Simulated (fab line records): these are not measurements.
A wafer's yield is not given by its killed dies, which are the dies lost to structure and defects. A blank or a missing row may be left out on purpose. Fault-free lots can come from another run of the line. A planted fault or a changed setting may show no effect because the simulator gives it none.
Split-lot study / flow n5-finfet / 21 wafers read across 7 lots, on a route 1938 steps long

THE SPLIT
At N5_BEOL_M6_ETCH_66 (etches SOC in N2/H2, target depth 80 nm, overetch 16 nm, time 120 s), the setting bias-w was moved away from the recipe's 150 W on 5 of the 21 wafers read, by -5.1% to +12.5%. This setting was run at the recipe's value on the other wafers.

Reading taken at the split's own step.

THE READING
rf-vpp-V, in V, at N5_BEOL_M6_ETCH_66 (etches SOC in N2/H2, target depth 80 nm, overetch 16 nm, time 120 s). A value of 525.1 V with a standard deviation of 2.8 V is what fault-free wafers of this fab line usually give.

wafer=L076.1; tool, chamber at the split=rie-diel-02, 2; bias-w as run, W=168.7; against the recipe=+12.5%; rf-vpp-V, V=566.2; against lot-mates on the recipe=no lot-mate on the recipe
wafer=L076.2; tool, chamber at the split=rie-diel-02, 1; bias-w as run, W=168.7; against the recipe=+12.5%; rf-vpp-V, V=567.6; against lot-mates on the recipe=no lot-mate on the recipe
wafer=L076.5; tool, chamber at the split=rie-diel-02, 2; bias-w as run, W=168.7; against the recipe=+12.5%; rf-vpp-V, V=566.4; against lot-mates on the recipe=no lot-mate on the recipe
wafer=L077.4; tool, chamber at the split=rie-diel-05, 2; bias-w as run, W=150; against the recipe=recipe; rf-vpp-V, V=526.9; against lot-mates on the recipe=-
wafer=L077.5; tool, chamber at the split=rie-diel-05, 2; bias-w as run, W=150; against the recipe=recipe; rf-vpp-V, V=528.2; against lot-mates on the recipe=-
wafer=L077.6; tool, chamber at the split=rie-diel-05, 3; bias-w as run, W=150; against the recipe=recipe; rf-vpp-V, V=525.7; against lot-mates on the recipe=-
wafer=L082.1; tool, chamber at the split=rie-diel-05, 2; bias-w as run, W=150; against the recipe=recipe; rf-vpp-V, V=528.3; against lot-mates on the recipe=-
wafer=L082.2; tool, chamber at the split=rie-diel-05, 0; bias-w as run, W=150; against the recipe=recipe; rf-vpp-V, V=522.7; against lot-mates on the recipe=-
wafer=L082.5; tool, chamber at the split=rie-diel-05, 2; bias-w as run, W=150; against the recipe=recipe; rf-vpp-V, V=528.8; against lot-mates on the recipe=-
wafer=L084.2; tool, chamber at the split=rie-diel-02, 3; bias-w as run, W=150; against the recipe=recipe; rf-vpp-V, V=522.0; against lot-mates on the recipe=-
wafer=L084.5; tool, chamber at the split=rie-diel-02, 0; bias-w as run, W=150; against the recipe=recipe; rf-vpp-V, V=523.8; against lot-mates on the recipe=-
wafer=L084.6; tool, chamber at the split=rie-diel-02, 3; bias-w as run, W=150; against the recipe=recipe; rf-vpp-V, V=523.0; against lot-mates on the recipe=-
wafer=L089.1; tool, chamber at the split=rie-diel-06, 2; bias-w as run, W=150; against the recipe=recipe; rf-vpp-V, V=520.7; against lot-mates on the recipe=-
wafer=L089.4; tool, chamber at the split=rie-diel-06, 3; bias-w as run, W=163.8; against the recipe=+9.2%; rf-vpp-V, V=557.6; against lot-mates on the recipe=+33.3
wafer=L089.6; tool, chamber at the split=rie-diel-06, 3; bias-w as run, W=150; against the recipe=recipe; rf-vpp-V, V=527.9; against lot-mates on the recipe=-
wafer=L093.2; tool, chamber at the split=rie-diel-06, 1; bias-w as run, W=150; against the recipe=recipe; rf-vpp-V, V=528.6; against lot-mates on the recipe=-
wafer=L093.4; tool, chamber at the split=rie-diel-06, 0; bias-w as run, W=142.4; against the recipe=-5.1%; rf-vpp-V, V=505.2; against lot-mates on the recipe=-22.7
wafer=L093.5; tool, chamber at the split=rie-diel-06, 3; bias-w as run, W=150; against the recipe=recipe; rf-vpp-V, V=527.1; against lot-mates on the recipe=-
wafer=L094.1; tool, chamber at the split=rie-diel-06, 2; bias-w as run, W=150; against the recipe=recipe; rf-vpp-V, V=520.5; against lot-mates on the recipe=-
wafer=L094.2; tool, chamber at the split=rie-diel-06, 0; bias-w as run, W=150; against the recipe=recipe; rf-vpp-V, V=522.3; against lot-mates on the recipe=-
wafer=L094.4; tool, chamber at the split=rie-diel-06, 1; bias-w as run, W=150; against the recipe=recipe; rf-vpp-V, V=528.7; against lot-mates on the recipe=-

THE FIT
A straight line over all 21 wafers: rf-vpp-V changes by +3.39 V for each +1% of bias-w; r = +0.99; the points scatter about the line by 2.9 V.
The same after taking each lot's own level away (the mean of its wafers on the recipe; 18 wafers): +3.83 V for each +1%; r = +0.97; scatter 2.6 V.
Per that fit: largest bias-w move, reading shift of 48 V.
Measured against the standard deviation above, the lots' own levels, which go from 522.93 to 527.85 V, span 1.8 times it.
So the slope is not independent of the lot-to-lot level: the two fits are not the same.
Check: for one of the wafers moved furthest among these (+9.2%), held out of the fit, the line's prediction against its lot-mates is +41.1 V. Against them it came out at +33.3 V.
Tool readings at the split's step, against how far the setting was moved: rf-vpp-V r = +0.99.

OTHER SPLITS APPLIED TO THESE WAFERS
Other splits were also applied to these wafers ahead of the reading. Each is held against what the fit with the lots' levels taken away leaves over:
other split on the same wafers=N5_BEOL_M3_EXPOSE_08 dose-mj; wafers away from the commonest value=8; r with rf-vpp-V (lot level and that fit taken away)=+0.25
other split on the same wafers=N5_BEOL_M4_TRENCH_ETCH_37 source-w; wafers away from the commonest value=4; r with rf-vpp-V (lot level and that fit taken away)=+0.13
other split on the same wafers=N5_BEOL_M5_ETCH_72 bias-w; wafers away from the commonest value=3; r with rf-vpp-V (lot level and that fit taken away)=-0.29
other split on the same wafers=N5_BEOL_M5_ETCH_62 source-w; wafers away from the commonest value=7; r with rf-vpp-V (lot level and that fit taken away)=+0.09
other split on the same wafers=N5_BEOL_M5_COAT_74 spin-rpm; wafers away from the commonest value=4; r with rf-vpp-V (lot level and that fit taken away)=-0.28
other split on the same wafers=N5_BEOL_M5_COAT_22 spin-rpm; wafers away from the commonest value=8; r with rf-vpp-V (lot level and that fit taken away)=-0.01

THE FILE'S OWN FIT
rf-vpp-V changes by +3.82 V for each +1% of bias-w, r = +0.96.
